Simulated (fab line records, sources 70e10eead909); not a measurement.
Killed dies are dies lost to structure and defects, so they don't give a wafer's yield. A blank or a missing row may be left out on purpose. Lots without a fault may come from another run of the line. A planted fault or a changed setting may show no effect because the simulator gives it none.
A struck lot beside a sound one | flow nand_harc | 16 steps out of a route of 1302
Sound: wafers L324.2, L324.3, L324.6. Struck: wafer L316.1. (L316.5, L316.6 of the same lot were not struck and are left out.) The cause comes at the end.
At each step with rows: each side's tool, then ch and its chambers, then its first start. Under that, the readings that differ: sound wafers | struck wafers | difference of the means | sigmas: that difference in standard deviations of wafers without a fault.
alike: readings whose means differ by less than 2 such deviations, and words and numbers that are the same on both sides. not compared: withheld readings, readings that some wafer has no value for, bounds like >300 that may hide the same value, and numbers for which the record gives no deviation and whose values overlap.
The two part at a step that has a row with sigmas, a row that says differs or no value, or rows on one side only. Numbers that don't overlap but have no deviation are shown without sigmas and don't part them. A reading that every wafer of one side lacks parts them only if that side has two wafers or more.

NHARC_A_ONON_D2_THK_MEAS_05: measures by ellipsometry.
  sound on film_metro-02, day 20 22:38; struck on film_metro-01, day 18 00:46
  alike: thk_nm
then, 1 step without rows for these wafers: NHARC_A_ONON_D2_DEP_06 (target thk 1000 nm).
NHARC_A_ONON_D2_THK_MEAS_08: measures by ellipsometry.
  sound on film_metro-02, day 20 23:13; struck on film_metro-01, day 18 01:19
  alike: thk_nm
then, 1 step without rows for these wafers: NHARC_A_ONON_D2_DEP_09 (target thk 1000 nm).
NHARC_A_ONON_D2_THK_MEAS_11: measures by ellipsometry.
  sound on film_metro-01, day 20 23:47; struck on film_metro-02, day 18 01:53
  alike: thk_nm
then, 1 step without rows for these wafers: NHARC_A_ONON_D2_DEP_12 (target thk 1000 nm).
NHARC_A_ONON_D2_THK_MEAS_14: measures by ellipsometry.
  sound on film_metro-01, day 21 00:21; struck on film_metro-02, day 18 02:27
  alike: thk_nm
then, 2 steps without rows for these wafers: NHARC_A_ONON_D2_ANNEAL_15 (time 3600 s); NHARC_A_ONON_D2_DEP_16 (target thk 1000 nm).
NHARC_A_ONON_D2_THK_MEAS_18: measures by ellipsometry.
  sound on film_metro-02, day 21 08:07; struck on film_metro-02, day 18 13:03
  alike: thk_nm
then, 1 step without rows for these wafers: NHARC_A_ONON_D2_DEP_19 (target thk 1000 nm).
NHARC_A_ONON_D2_THK_MEAS_21: measures by ellipsometry.
  sound on film_metro-01, day 21 08:41; struck on film_metro-01, day 18 13:37
  reading     | sound       | struck | difference | sigmas
  thk_nm (nm) | 980 982 982 | 1005   | +24        | +2
NHARC_A_ONON_D2_DEP_22: target thk 1000 nm.
  sound on pecvd_onon-04 ch 0, day 21 08:48; struck on pecvd_onon-04 ch 0, day 18 13:40
NHARC_A_ONON_D2_THK_MEAS_24: measures by ellipsometry.
  sound on film_metro-01, day 21 09:15; struck on film_metro-02, day 18 14:11
  reading     | sound          | struck | difference | sigmas
  thk_nm (nm) | 1014 1014 1016 | 1041   | +26        | +3
then, 1 step without rows for these wafers: NHARC_A_ONON_D2_DEP_25 (target thk 1000 nm).
-- the record jumps here: 11 days lie between the struck wafers' starts before and after (it left off in module A_ONON_D2 and takes up again in module END, whose first step shown is number 1302 of the route) --
NHARC_END_SORT_01:
  the record has rows for the struck wafers here (prober-01 ch 0, day 29 18:44) and none for the sound ones

WHERE THEY PART
First at NHARC_A_ONON_D2_THK_MEAS_21; last, within this record, at NHARC_END_SORT_01.

WHY: what the simulator had put in
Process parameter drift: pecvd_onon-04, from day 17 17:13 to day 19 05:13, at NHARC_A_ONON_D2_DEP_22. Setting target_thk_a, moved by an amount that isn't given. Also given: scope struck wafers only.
